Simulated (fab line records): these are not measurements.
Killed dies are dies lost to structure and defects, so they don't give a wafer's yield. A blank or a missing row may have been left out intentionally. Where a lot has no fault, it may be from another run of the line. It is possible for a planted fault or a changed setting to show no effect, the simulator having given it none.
A struck lot beside a sound one | flow n5_finfet | 36 out of 1938 route steps
Sound: the wafers L560.2, L560.3. The struck wafers were L553.2, L553.5, L553.6. The cause is given at the end.
Order at every step that has rows: each side's tool, ch and its chambers, its first start. Under that, the readings that differ: sound wafers | struck wafers | difference of the means | sigmas: that difference in standard deviations of wafers without a fault.
alike: words and numbers the same on both sides, and readings whose means are apart by under 2 such deviations; not compared: readings that were withheld, readings missing a value for some wafer, numbers with overlapping values and no deviation given by the record, and bounds like >300 which may hide the same value.
A row with sigmas, a row that says differs or no value, or rows on one side alone: a step with any of these is where the two part. Numbers that don't overlap but have no deviation are shown without sigmas and don't part them. A reading that every wafer of one side lacks parts them only if that side has two wafers or more.

first, 9 steps without rows for these wafers: N5_BEOL_M4_ANNEAL_95 (time 240 s); N5_BEOL_M4_SPUTTER_96 (material Cu, target thk 4.5 nm, time 8.29 s); N5_BEOL_M4_ECD_50 (material Cu, target thk 300 nm); N5_BEOL_M4_ANNEAL_51 (time 90 s); N5_BEOL_M4_CMP_52 (polishes, stops on SiOC, t overpolish 6.8 s, target thk 40 nm); N5_BEOL_M4_PRE_CLEAN_60 (time 15 s); N5_BEOL_M4_CO_CAP_55 (material Co, precursor CCTBA/H2, target thk 2 nm, time 102.1 s); N5_BEOL_M4_PRE_CLEAN_56 (time 15 s); N5_BEOL_M4_DEP_57 (deposits SiCN from 3MS/NH3, target thk 8 nm, time 14 s).
N5_BEOL_M4_RC_MEAS_101:
  sound on prober-02 ch 0, day 12 20:34; struck on prober-02 ch 0, day 11 09:08
  alike: DIBL_N, DIBL_P, IOFF_N, IOFF_P, ION_N, ION_P, SS_N, SS_P, VT_N, VT_P
then, 24 steps without rows for these wafers: N5_BEOL_M5_ILD_DEP_00 (deposits SiCOH lowk from DEMS/porogen, target thk 140.64 nm, time 25.9 s); N5_BEOL_M5_CURE_79 (cures SiCOH lowk, time 240 s); N5_BEOL_M5_PECVD_70 (deposits SiO2 from TEOS/O2, target thk 16 nm, time 18 s); N5_BEOL_M5_HM_DEP_02 (deposits TiN, target thk 20 nm); N5_BEOL_M5_COAT_59 (time 60 s, resist thk 60 nm); N5_BEOL_M5_COAT_60 (time 60 s, resist thk 12 nm); N5_BEOL_M5_COAT_71 (time 60 s, resist thk 5 nm); N5_BEOL_M5_COAT_05 (resist thk 30 nm); N5_BEOL_M5_EBR_07; N5_BEOL_M5_SOFTBAKE_06 (time 60 s); N5_BEOL_M5_EXPOSE_08 (exposes mask M5, target cd 28 nm); N5_BEOL_M5_PEB_09 (peb time 60 s); N5_BEOL_M5_DEVELOP_10 (develop time 30 s); N5_BEOL_M5_DESCUM_16 (chemistry O2, time 7 s); N5_BEOL_M5_ETCH_72 (etches underlayer in N2/H2, target depth 6.5 nm, time 5.2 s); N5_BEOL_M5_ETCH_61 (etches SiARC in CF4, target depth 15.6 nm, time 26 s); N5_BEOL_M5_ETCH_62 (etches SOC in N2/H2, target depth 75 nm, overetch 15 nm, time 112.5 s); N5_BEOL_M5_STRIP_63 (strips in N2/H2); N5_BEOL_M5_STRIP_73 (strips in N2/H2); N5_BEOL_M5_STRIP_64 (strips in CF4); N5_BEOL_M5_HM_OPEN_17 (chemistry Cl2/BCl3, target TiN, target depth 20 nm, overetch 6 nm); N5_BEOL_M5_STRIP_19 (strips in O2); N5_BEOL_M5_COAT_65 (time 60 s, resist thk 60 nm); N5_BEOL_M5_COAT_66 (time 60 s, resist thk 12 nm).
N5_BEOL_M7_PECVD_70: deposits SiO2 from TEOS/O2, target thk 20 nm, time 22.7 s.
  sound on pecvd-03 ch 0,1, day 13 16:56; struck on pecvd-03 ch 1,2, day 12 09:02
  no value came back on the struck wafers for any of 6 readings (chamber_pressure_Torr (Torr), heater_power_outer_w (W) and others); on the sound wafers chamber_pressure_Torr (Torr) reads 5.474 5.513
-- here the record skips 3 days between the struck wafers' starts before and after, leaving off in module BEOL_M7 and picking up in module PASSIVATION (first step shown: number 1936 of the route) --
N5_PASSIVATION_PROBE_49:
  sound on prober-02, day 17 14:40; struck on prober-02, day 15 18:50
  reading                  | sound     | struck         | difference | sigmas
  defect_limited_yield (%) | 93.2 92.7 | 64.8 65.1 65.2 | -27.9      | -20
  killed_at_M4_up          | 9 11      | 329 329 338    | +322       | +55
  killed_dies              | 80 86     | 415 412 411    | +330       | +19
  killed_on_rim            | 10 10     | 27 28 23       | +16        | +4
  sort_bin_5_function (%)  | 3.9 4.0   | 30.8 31.1 31.3 | +27.1      | +27
  sort_n_pass              | 1100 1094 | 765 763 769    | -331       | -6
  sort_yield_pct (%)       | 93 93     | 65 65 65       | -28        | -6
  alike: killed_at_M0_to_M3, killed_at_contacts, killed_at_front_end, killed_at_other, killed_open, killed_short, sort_bin_6_memory

## WHERE THEY PART
Last at N5_PASSIVATION_PROBE_49 as far as this record goes, first at N5_BEOL_M7_PECVD_70.

WHY: whatever the simulator had introduced
Step skipped in full: pecvd-03, at N5_BEOL_M7_PECVD_70, from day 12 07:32 onward. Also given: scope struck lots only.
